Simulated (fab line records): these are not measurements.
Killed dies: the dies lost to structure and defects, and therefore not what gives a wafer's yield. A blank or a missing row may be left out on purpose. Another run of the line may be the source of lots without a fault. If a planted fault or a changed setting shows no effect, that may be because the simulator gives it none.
Chamber matching    flow n5 finfet    4 sister chambers for N5_BEOL_M5_ETCH_67 on rie diel-02
The step etches SiARC in CF4, target depth 15.6 nm, time 26 s. 4 wafers are shown with their chamber, then 10 later ones without.

WAFERS WITH THEIR CHAMBER
wafer   chamber  drypump motor current A (A)
L089.4  1        6.6
L089.6  0        6.3
L090.1  2        6.1
L090.3  3        5.2

WAFERS WHOSE CHAMBER IS MISSING
wafer   drypump motor current A (A)
L090.5  6.1
L091.2  6.3
L091.4  5.2
L091.6  6.6
L093.2  5.3
L093.3  6.1
L093.5  5.3
L096.2  6.1
L096.4  6.1
L096.6  5.2

WHICH CHAMBER EACH WENT THROUGH
wafer   from the rows above  in truth
L090.5  2                    2
L091.2  0                    0
L091.4  3                    3
L091.6  1                    1
L093.2  3                    3
L093.3  2                    2
L093.5  3                    3
L096.2  2                    2
L096.4  2                    2
L096.6  3                    3
10 of 10 placed correctly. Left unplaced by these rows: 0. Wrongly placed: 0.
How it was worked out, from the rows above alone: a wafer's distance from a chamber is the root of the sum, over the readings, of the square of ((its reading less the chamber's mean) divided by the reading's scatter). The wafer belongs to the nearest chamber; if the next one is less than 2 further off, it can't be placed. For every chamber, the mean is computed from those of its wafers that are shown. The scatter: root of mean squared gap, hidden wafer to nearest shown wafer, with one shown wafer a chamber.
